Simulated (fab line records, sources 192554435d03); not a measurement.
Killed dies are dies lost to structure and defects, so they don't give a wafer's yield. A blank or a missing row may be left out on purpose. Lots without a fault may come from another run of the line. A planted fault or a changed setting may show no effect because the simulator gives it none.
Chamber matching | flow n5_finfet | N5_BEOL_M4_ILD_DEP_00 on pecvd-01: 3 sister chambers
The step deposits SiOC from DEMS/O2, target thk 79 nm, time 15.3 s. 20 wafers are shown with their chamber, then 10 later ones without.

WAFERS WITH THEIR CHAMBER
wafer  | chamber | heater_power_w (W) | showerhead_plenum_p_Torr (Torr) | throttle_valve_pct (%)
L075.3 | 2       | 539                | 5.697                           | 12.3
L075.4 | 1       | 429                | 5.698                           | 11.6
L075.5 | 0       | 531                | 5.715                           | 11.7
L077.3 | 1       | 410                | 5.674                           | 11.5
L077.4 | 1       | 407                | 5.670                           | 11.8
L077.6 | 0       | 479                | 5.719                           | 11.6
L079.1 | 2       | 555                | 5.701                           | 12.7
L079.2 | 1       | 412                | 5.683                           | 11.6
L079.4 | 2       | 547                | 5.713                           | 12.7
L080.1 | 1       | 401                | 5.683                           | 11.5
L080.3 | 0       | 500                | 5.708                           | 11.7
L080.6 | 0       | 492                | 5.706                           | 11.9
L082.1 | 0       | 559                | 5.712                           | 12.0
L082.2 | 1       | 422                | 5.659                           | 11.6
L082.6 | 0       | 547                | 5.720                           | 11.6
L087.3 | 0       | 478                | 5.707                           | 12.0
L087.4 | 1       | 422                | 5.664                           | 11.5
L087.6 | 2       | 491                | 5.701                           | 11.0
L090.1 | 0       | 549                | 5.712                           | 11.9
L090.2 | 1       | 372                | 5.679                           | 11.3

SIGNATURES (means of the wafers above)
reading                  | chamber 0 | chamber 1 | chamber 2 | scatter within a chamber
heater_power_w           | 516.88    | 409.38    | 533.00    | 27
showerhead_plenum_p_Torr | 5.71237   | 5.67625   | 5.70300   | 0.00909
throttle_valve_pct       | 11.800    | 11.550    | 12.175    | 0.367
Rule: a wafer's distance from a chamber is the root of the sum, over the readings, of the square of ((its reading less the chamber's mean) divided by the reading's scatter). The wafer belongs to the nearest chamber; if the next one is less than 2 further off, it can't be placed. The scatter: the root of (the sum of the squares of (reading less its chamber's mean) over the shown wafers, divided by (wafers less chambers)).

WAFERS WITHOUT THEIR CHAMBER
wafer  | heater_power_w (W) | showerhead_plenum_p_Torr (Torr) | throttle_valve_pct (%)
L090.3 | 497                | 5.696                           | 10.6
L090.4 | 549                | 5.704                           | 12.2
L090.5 | 487                | 5.714                           | 10.8
L090.6 | 384                | 5.689                           | 11.7
L088.2 | 500                | 5.706                           | 10.7
L088.5 | 515                | 5.701                           | 10.8
L088.6 | 548                | 5.707                           | 11.9
L096.2 | 450                | 5.714                           | 12.0
L096.4 | 442                | 5.672                           | 11.4
L096.6 | 457                | 5.706                           | 10.9

WHICH CHAMBER EACH WENT THROUGH
wafer  | from the rows above          | in truth
L090.3 | can't be placed: 0 or 2 or 1 | 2
L090.4 | can't be placed: 2 or 0      | 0
L090.5 | can't be placed: 0 or 2      | 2
L090.6 | 1                            | 1
L088.2 | can't be placed: 0 or 2      | 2
L088.5 | can't be placed: 0 or 2      | 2
L088.6 | can't be placed: 2 or 0      | 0
L096.2 | can't be placed: 0 or 2      | 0
L096.4 | 1                            | 1
L096.6 | can't be placed: 0 or 1 or 2 | 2
Placed correctly: 2 of 10. Can't be placed from these rows: 8 (the true chamber is among the candidates in 8). Placed wrongly: 0.
